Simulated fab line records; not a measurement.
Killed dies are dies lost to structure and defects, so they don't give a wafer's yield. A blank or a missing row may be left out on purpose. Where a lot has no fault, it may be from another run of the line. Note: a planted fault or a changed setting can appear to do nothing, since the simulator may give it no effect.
Matching of chambers | flow nand-harc | NHARC_A_STAIRCASE_TRIM_229 on rie-diel-11 has 4 sister chambers
The step chemistry O2, time 211.2 s. 14 wafers are shown with their chamber, then 7 later ones without.

EACH WAFER AND ITS CHAMBER
wafer  | chamber | showerhead-plenum-p-Torr (Torr) | rf-vpp-V (V) | oes-product-au (a.u.)
L172.1 | 0       | 3.57                            | 57.9         | 0.991
L172.4 | 1       | 3.33                            | 56.1         | 0.974
L172.6 | 0       | 3.57                            | 57.4         | 0.993
L173.1 | 2       | 3.58                            | 56.6         | 1.003
L173.3 | 0       | 3.57                            | 57.4         | 1.004
L173.5 | 3       | 3.49                            | 56.6         | 1.007
L178.1 | 0       | 3.56                            | 57.6         | 0.990
L178.2 | 2       | 3.57                            | 57.0         | 0.999
L178.3 | 3       | 3.48                            | 56.8         | 0.996
L176.2 | 2       | 3.57                            | 58.0         | 0.994
L176.3 | 1       | 3.32                            | 56.2         | 0.970
L176.5 | 2       | 3.57                            | 58.3         | 0.983
L179.1 | 2       | 3.57                            | 58.3         | 0.985
L179.2 | 0       | 3.56                            | 58.0         | 0.990

SIGNATURES (means of the wafers above)
reading                  | chamber 0 | chamber 1 | chamber 2 | chamber 3 | scatter within a chamber
showerhead-plenum-p-Torr | 3.5660    | 3.3250    | 3.5720    | 3.4850    | 0.00548
rf-vpp-V                 | 57.660    | 56.150    | 57.640    | 56.700    | 0.532
oes-product-au           | 0.99360   | 0.97200   | 0.99280   | 1.00150   | 0.00714
Rule: distance of a wafer from a chamber = root of the sum over the readings of ((wafer's reading minus chamber's mean) / reading's scatter) squared. If the next closest chamber is less than 2 further off than the closest, the wafer can't be placed; otherwise it belongs to the closest. How the scatter is found: for the shown wafers, subtract from each reading the mean of its chamber, square and add these, divide the total by (wafers less chambers), then take the root.

WAFERS MISSING THEIR CHAMBER
wafer  | showerhead-plenum-p-Torr (Torr) | rf-vpp-V (V) | oes-product-au (a.u.)
L179.3 | 3.48                            | 57.8         | 1.001
L185.2 | 3.48                            | 58.8         | 1.016
L185.3 | 3.31                            | 57.2         | 0.978
L185.4 | 3.56                            | 57.4         | 0.995
L186.1 | 3.55                            | 57.4         | 1.001
L186.2 | 3.47                            | 57.8         | 1.011
L186.6 | 3.47                            | 57.6         | 1.011

WHICH CHAMBER EACH WENT THROUGH
wafer  | from the rows above     | in truth
L179.3 | 3                       | 3
L185.2 | 3                       | 3
L185.3 | 1                       | 1
L185.4 | can't be placed: 0 or 2 | 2
L186.1 | can't be placed: 0 or 2 | 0
L186.2 | 3                       | 3
L186.6 | 3                       | 3
Correct placement for 5 of the 7. Not placeable from these rows: 2 (in 2, the candidates include the true chamber). Wrongly placed: 0.
